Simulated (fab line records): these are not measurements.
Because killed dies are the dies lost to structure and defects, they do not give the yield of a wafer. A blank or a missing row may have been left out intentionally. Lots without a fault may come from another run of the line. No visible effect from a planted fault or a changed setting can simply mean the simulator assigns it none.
Matching of chambers || flow n5-finfet || N5_BEOL_M3_DEP_57 on pecvd-01 has 3 sister chambers
The step deposits SiCN from 3MS/NH3, target thk 8 nm, time 14 s. 3 wafers are shown with their chamber, then 9 later ones without.

## EACH WAFER AND ITS CHAMBER
{"wafer": "L078.4", "chamber": 2, "throttle-valve-pct (%)": 9.0}
{"wafer": "L083.4", "chamber": 1, "throttle-valve-pct (%)": 10.2}
{"wafer": "L083.5", "chamber": 0, "throttle-valve-pct (%)": 9.3}

## WAFERS WHOSE CHAMBER IS MISSING
{"wafer": "L082.2", "throttle-valve-pct (%)": 8.7}
{"wafer": "L082.3", "throttle-valve-pct (%)": 8.8}
{"wafer": "L082.6", "throttle-valve-pct (%)": 9.0}
{"wafer": "L089.2", "throttle-valve-pct (%)": 9.3}
{"wafer": "L089.3", "throttle-valve-pct (%)": 8.7}
{"wafer": "L089.6", "throttle-valve-pct (%)": 9.0}
{"wafer": "L094.2", "throttle-valve-pct (%)": 9.1}
{"wafer": "L094.3", "throttle-valve-pct (%)": 10.1}
{"wafer": "L094.5", "throttle-valve-pct (%)": 9.3}

## EACH ONE'S CHAMBER
{"wafer": "L082.2", "from the rows above": "can't be placed: 2 or 0", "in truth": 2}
{"wafer": "L082.3", "from the rows above": "can't be placed: 2 or 0", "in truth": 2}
{"wafer": "L082.6", "from the rows above": "can't be placed: 2 or 0", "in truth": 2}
{"wafer": "L089.2", "from the rows above": "can't be placed: 0 or 2", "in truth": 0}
{"wafer": "L089.3", "from the rows above": "can't be placed: 2 or 0", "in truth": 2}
{"wafer": "L089.6", "from the rows above": "can't be placed: 2 or 0", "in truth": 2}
{"wafer": "L094.2", "from the rows above": "can't be placed: 2 or 0", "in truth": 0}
{"wafer": "L094.3", "from the rows above": 1, "in truth": 1}
{"wafer": "L094.5", "from the rows above": "can't be placed: 0 or 2", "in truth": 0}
Correctly placed: 1 of 9. From these rows, 8 cannot be placed; in 8 the true chamber is one of the candidates. Placed wrongly: 0.
How it was worked out, from the rows above alone: a wafer's distance from a chamber is the root of the sum, over the readings, of the square of ((its reading less the chamber's mean) divided by the reading's scatter). The wafer belongs to the nearest chamber; if the next one is less than 2 further off, it can't be placed. Each chamber's mean is taken over the wafers shown for it. The scatter: with one shown wafer a chamber, the root of the mean of the squares of how far each hidden wafer lies from its nearest shown one.
